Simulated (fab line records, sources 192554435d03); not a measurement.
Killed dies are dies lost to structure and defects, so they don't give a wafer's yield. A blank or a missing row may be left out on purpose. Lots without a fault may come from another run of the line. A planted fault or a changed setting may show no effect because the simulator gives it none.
Split-lot experiment | flow n5_finfet | 7 lots, 21 wafers read, on a route of 1938 steps

THE SPLIT
At N5_BEOL_M9_ETCH_61 (etches SiARC in CF4, target depth 39 nm, time 65 s), the setting source_w was moved away from the recipe's 545 W on 7 of the 21 wafers read, by -14.5% to +17.5%. The other wafers ran this setting at the recipe's value.

The reading is taken at the split's own step.

THE READING
rf_vpp_V, in V, at N5_BEOL_M9_ETCH_61 (etches SiARC in CF4, target depth 39 nm, time 65 s). Fault-free wafers of this fab line usually give 184.5 V, standard deviation 0.97 V.

wafer  | tool, chamber at the split | source_w as run, W | against the recipe | rf_vpp_V, V | against lot-mates on the recipe
L074.1 | rie_diel-02, 1             | 640.2              | +17.5%             | 173.3       | no lot-mate on the recipe
L074.5 | rie_diel-02, 3             | 640.2              | +17.5%             | 173.7       | no lot-mate on the recipe
L074.6 | rie_diel-02, 1             | 640.2              | +17.5%             | 172.7       | no lot-mate on the recipe
L079.2 | rie_diel-06, 2             | 545                | recipe             | 183.6       | -
L079.3 | rie_diel-06, 0             | 629                | +15.4%             | 174.5       | -9.5
L079.5 | rie_diel-06, 1             | 545                | recipe             | 184.4       | -
L082.1 | rie_diel-06, 1             | 545                | recipe             | 183.5       | -
L082.2 | rie_diel-06, 0             | 545                | recipe             | 184.2       | -
L082.3 | rie_diel-06, 2             | 545                | recipe             | 184.8       | -
L084.2 | rie_diel-02, 1             | 465.8              | -14.5%             | 194.0       | +10.6
L084.3 | rie_diel-02, 0             | 545                | recipe             | 183.2       | -
L084.5 | rie_diel-02, 2             | 545                | recipe             | 183.7       | -
L086.1 | rie_diel-06, 2             | 545                | recipe             | 185.2       | -
L086.2 | rie_diel-06, 1             | 545                | recipe             | 183.9       | -
L086.6 | rie_diel-06, 1             | 545                | recipe             | 184.2       | -
L091.1 | rie_diel-06, 2             | 629.8              | +15.6%             | 175.2       | -10.4
L091.3 | rie_diel-06, 0             | 545                | recipe             | 185.6       | -
L091.5 | rie_diel-06, 2             | 629.8              | +15.6%             | 175.4       | -10.2
L095.1 | rie_diel-06, 3             | 545                | recipe             | 185.5       | -
L095.2 | rie_diel-06, 2             | 545                | recipe             | 185.5       | -
L095.4 | rie_diel-06, 1             | 545                | recipe             | 184.8       | -

THE FIT
A straight line over all 21 wafers: rf_vpp_V changes by -0.632 V for each +1% of source_w; r = -0.99; the points scatter about the line by 0.73 V.
The same after taking each lot's own level away (the mean of its wafers on the recipe; 18 wafers): -0.668 V for each +1%; r = -1.00; scatter 0.48 V.
On that fit, the largest move of source_w shifts the reading by 12 V.
The lots' own levels span 183.45 to 185.60 V, that is 2.2 times the standard deviation above.
So the lot-to-lot level changes the slope little: the two slopes agree.
Check: with one of the wafers moved furthest among these (+15.6%) left out of the fit, the line predicts -10.3 V for it against its lot-mates. It came out at -10.4 V against them.
Tool readings at the split's step, against how far the setting was moved: etch_rf_on_time_s r = -0.90; rf_vpp_V r = -0.99.

OTHER SPLITS ON THESE WAFERS
These wafers also went through other splits before the reading. Each is held against what the fit with the lots' levels taken away leaves over:
other split on the same wafers | wafers away from the commonest value | r with rf_vpp_V (lot level and that fit taken away)
N5_BEOL_M4_ILD_DEP_00 time_s   | 8                                    | -0.11
N5_BEOL_M4_COAT_05 spin_rpm    | 7                                    | +0.02
N5_BEOL_M4_COAT_67 spin_rpm    | 4                                    | -0.36
N5_BEOL_M4_EXPOSE_25 dose_mj   | 5                                    | -0.09
N5_BEOL_M5_COAT_05 spin_rpm    | 11                                   | +0.07
N5_BEOL_M6_COAT_22 spin_rpm    | 9                                    | -0.24
N5_BEOL_M6_ETCH_66 bias_w      | 6                                    | -0.24
N5_BEOL_M8_COAT_64 spin_rpm    | 7                                    | -0.04
N5_BEOL_M8_COAT_71 temp_c      | 8                                    | +0.05

THE WHOLE CHAIN: every reading that the file lists as answering this split, in the file's order
step               | what it does                                       | reading           | change (the file's fit)              | r (the file's)
N5_BEOL_M9_ETCH_61 | etches SiARC in CF4, target depth 39 nm, time 65 s | etch_rf_on_time_s | withheld for each +1% of the setting | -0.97
N5_BEOL_M9_ETCH_61 | etches SiARC in CF4, target depth 39 nm, time 65 s | rf_vpp_V          | -0.665 V for each +1% of the setting | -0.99

THE FILE'S OWN FIT
rf_vpp_V changes by -0.665 V for each +1% of source_w, r = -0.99.
